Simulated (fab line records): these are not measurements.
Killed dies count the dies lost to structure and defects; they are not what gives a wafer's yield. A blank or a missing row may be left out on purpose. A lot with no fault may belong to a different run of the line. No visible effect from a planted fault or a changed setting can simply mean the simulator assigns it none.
Matching of chambers :: flow n5 finfet :: rie diel-05 running N5_BEOL_M13_ETCH_67: 4 sister chambers
The step etches SiARC in CF4, target depth 143 nm, time 238.3 s. 7 wafers are shown with their chamber, then 7 later ones without.

EACH WAFER AND ITS CHAMBER
wafer: L080.5
chamber: 1
throttle valve pct (%): 15.99
etch rf on time s (s): 237

wafer: L084.4
chamber: 0
throttle valve pct (%): 15.86
etch rf on time s (s): 238

wafer: L087.3
chamber: 2
throttle valve pct (%): 15.26
etch rf on time s (s): 235

wafer: L087.5
chamber: 1
throttle valve pct (%): 15.99
etch rf on time s (s): 235

wafer: L087.6
chamber: 3
throttle valve pct (%): 16.17
etch rf on time s (s): 247

wafer: L091.1
chamber: 2
throttle valve pct (%): 15.30
etch rf on time s (s): 236

wafer: L091.4
chamber: 0
throttle valve pct (%): 15.40
etch rf on time s (s): 234

WAFERS WITHOUT THEIR CHAMBER
wafer: L091.5
throttle valve pct (%): 15.28
etch rf on time s (s): 236

wafer: L096.1
throttle valve pct (%): 15.40
etch rf on time s (s): 235

wafer: L096.3
throttle valve pct (%): 15.28
etch rf on time s (s): 237

wafer: L096.5
throttle valve pct (%): 15.48
etch rf on time s (s): 234

wafer: L095.3
throttle valve pct (%): 15.41
etch rf on time s (s): 238

wafer: L095.5
throttle valve pct (%): 15.39
etch rf on time s (s): 236

wafer: L095.6
throttle valve pct (%): 15.49
etch rf on time s (s): 235

CHAMBER TAKEN BY EACH
wafer: L091.5
from the rows above: can't be placed: 2 or 0
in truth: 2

wafer: L096.1
from the rows above: can't be placed: 2 or 0
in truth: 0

wafer: L096.3
from the rows above: can't be placed: 2 or 0
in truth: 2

wafer: L096.5
from the rows above: can't be placed: 2 or 0 or 1
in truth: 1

wafer: L095.3
from the rows above: can't be placed: 2 or 0 or 1
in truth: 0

wafer: L095.5
from the rows above: can't be placed: 2 or 0
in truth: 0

wafer: L095.6
from the rows above: can't be placed: 0 or 2 or 1
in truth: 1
Correct placement for 0 of the 7. Cannot be placed on the basis of these rows: 7; the candidates contain the true chamber in 7. Wrongly placed: 0.
How it was worked out, from the rows above alone: a wafer's distance from a chamber is the root of the sum, over the readings, of the square of ((its reading less the chamber's mean) divided by the reading's scatter). If the next closest chamber is less than 2 further off than the closest, the wafer can't be placed; otherwise it belongs to the closest. The mean given for a chamber averages the wafers shown for that chamber. The scatter is the square root of a quotient: the sum, over the shown wafers, of each reading's squared deviation from its chamber's mean, divided by wafers minus chambers.
